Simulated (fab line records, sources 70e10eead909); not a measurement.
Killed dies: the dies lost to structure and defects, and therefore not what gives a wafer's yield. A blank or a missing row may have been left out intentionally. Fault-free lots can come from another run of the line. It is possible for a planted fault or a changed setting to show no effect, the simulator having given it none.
Chamber matching    flow nandHarc    NHARC_A_STAIRCASE_TRIM_220 on rieDiel-04 has 4 sister chambers
The step chemistry O2, time 211.2 s. 4 wafers are shown with their chamber, then 8 later ones without.

WAFERS PAIRED WITH THEIR CHAMBERS
wafer   chamber  showerheadPlenumPTorr (Torr)
L085.2  2        3.28
L087.3  1        3.63
L087.6  0        3.55
L086.2  3        3.32

WAFERS WITH NO CHAMBER GIVEN
wafer   showerheadPlenumPTorr (Torr)
L086.3  3.27
L086.6  3.32
L089.2  3.62
L089.3  3.27
L089.6  3.55
L094.1  3.54
L094.2  3.61
L094.5  3.61

WHICH CHAMBER EACH ONE RAN IN
wafer   from the rows above  in truth
L086.3  2                    2
L086.6  3                    3
L089.2  1                    1
L089.3  2                    2
L089.6  0                    0
L094.1  0                    0
L094.2  1                    1
L094.5  1                    1
Correctly placed: 8 of 8. Not placeable from these rows: 0. Number placed wrongly: 0.
How it was worked out, from the rows above alone: a wafer's distance from a chamber is the root of the sum, over the readings, of the square of ((its reading less the chamber's mean) divided by the reading's scatter). If the next closest chamber is less than 2 further off than the closest, the wafer can't be placed; otherwise it belongs to the closest. A chamber's mean is the mean of its shown wafers. The scatter (one wafer shown for each chamber): square how far every hidden wafer sits from the nearest shown wafer, average those squares and take the square root.
